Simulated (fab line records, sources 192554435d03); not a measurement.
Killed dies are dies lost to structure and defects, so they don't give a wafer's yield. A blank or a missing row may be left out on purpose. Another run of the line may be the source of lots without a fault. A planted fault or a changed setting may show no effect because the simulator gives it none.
Comparing a struck lot with a sound one / flow n5Finfet / 15 out of 1938 route steps
Sound: wafers L851.3, L851.4, L851.5. Struck: wafers L861.1, L861.3. (L861.6 of the same lot was not struck and is left out.) The cause comes at the end.
Order at every step that has rows: each side's tool, ch and its chambers, its first start. Under that, the readings that differ: sound wafers / struck wafers / difference of the means / sigmas: that difference in standard deviations of wafers without a fault.
alike: readings whose means differ by less than 2 such deviations, and words and numbers that are the same on both sides. not compared: withheld readings, readings that some wafer has no value for, bounds like >300 that may hide the same value, and numbers for which the record gives no deviation and whose values overlap.
The two part at a step that has a row with sigmas, a row that says differs or no value, or rows on one side only. Non-overlapping numbers with no deviation appear without sigmas and do not part them. Lack of a reading on every wafer of one side parts them only where that side has two or more wafers.

first, 2 steps without rows for these wafers: N5_STI_FIN_REVEAL_STRIP_35 (strips Si3N4 in H3PO4, target depth 4 nm, time 39 s); N5_STI_FIN_REVEAL_SRD_21 (time 30 s).
N5_STI_FIN_REVEAL_OXIDATION_33: chemistry O2 PLASMA REMOTE, time 20 s.
  sound on plasmaAsher-01 ch 0,1, day 3 18:32; struck on plasmaAsher-02 ch 0,1, day 6 06:37
  alike: chamberPressureMTorr, drypumpMotorCurrentA, heaterPowerW
  not compared: rfHoursCounterH
then, 2 steps without rows for these wafers: N5_STI_FIN_REVEAL_CLEAN_19 (cleans in O3/DIW, time 120 s); N5_STI_FIN_REVEAL_SRD_23 (time 30 s).
N5_STI_FIN_REVEAL_CD_MEAS_22: target cd 6.238 nm, pitch 28 nm.
  sound on cdSem-03 at day 3 18:41; struck on cdSem-03 at day 6 06:50
  alike: cdNm
N5_STI_FIN_REVEAL_FIN_H_MEAS_10:
  sound on ocd-02 at day 3 18:43; struck on ocd-01 at day 6 06:52
  alike: trenchDepthNm
then, 2 steps without rows for these wafers: N5_STI_FIN_REVEAL_PRECLEAN_18 (cleans in SC2, time 45 s); N5_STI_FIN_REVEAL_SRD_28 (time 30 s).
N5_STI_FIN_REVEAL_INSPECT_13: inspects for defects (darkfield).
  sound on defectInspect-02 at day 3 18:48; struck on defectInspect-02 at day 6 07:03
  alike: rawDefectCount
then, 2 steps without rows for these wafers: N5_DUMMY_GATE_PRECLEAN_00 (cleans in O3/DIW, time 60 s); N5_DUMMY_GATE_SRD_01 (time 30 s).
N5_DUMMY_GATE_ALD_02: deposits SiO2, target thk 2 nm, pulse time 1 s.
  sound on aldSin-03 ch 1,2,3, day 3 18:54; struck on aldSin-03 ch 1,2, day 6 07:08
reading=model.SiO2_of_DUMMY_GATE_ALD_02.thkNm (nm); sound=2 2 2; struck=2.8 2.8; difference=+0.8; sigmas=
  alike: chamberPressureTorr, heaterPowerW, precursorPulseHeightRel, susceptorTempC
  not compared: sinceWetCleanH
then, 1 step without rows for these wafers: N5_DUMMY_GATE_CVD_03 (deposits a-Si from SiH4, target thk 150 nm, time 8042 s).
-- the record jumps here: 12 days lie between the struck wafers' starts before and after (it left off in module DUMMY_GATE and takes up again in module PASSIVATION, whose first step shown is number 1936 of the route) --
N5_PASSIVATION_PROBE_49:
  sound on prober-01 at day 20 11:04; struck on prober-02 at day 18 16:52
  alike: killed_at_M0_to_M3, killed_at_M4_up, killedAtContacts, killedAtFrontEnd, killedAtOther, killedDies, killedOpen, killedShort

## WHERE THEY PART
Nowhere in this record.

WHY: what had been put in by the simulator
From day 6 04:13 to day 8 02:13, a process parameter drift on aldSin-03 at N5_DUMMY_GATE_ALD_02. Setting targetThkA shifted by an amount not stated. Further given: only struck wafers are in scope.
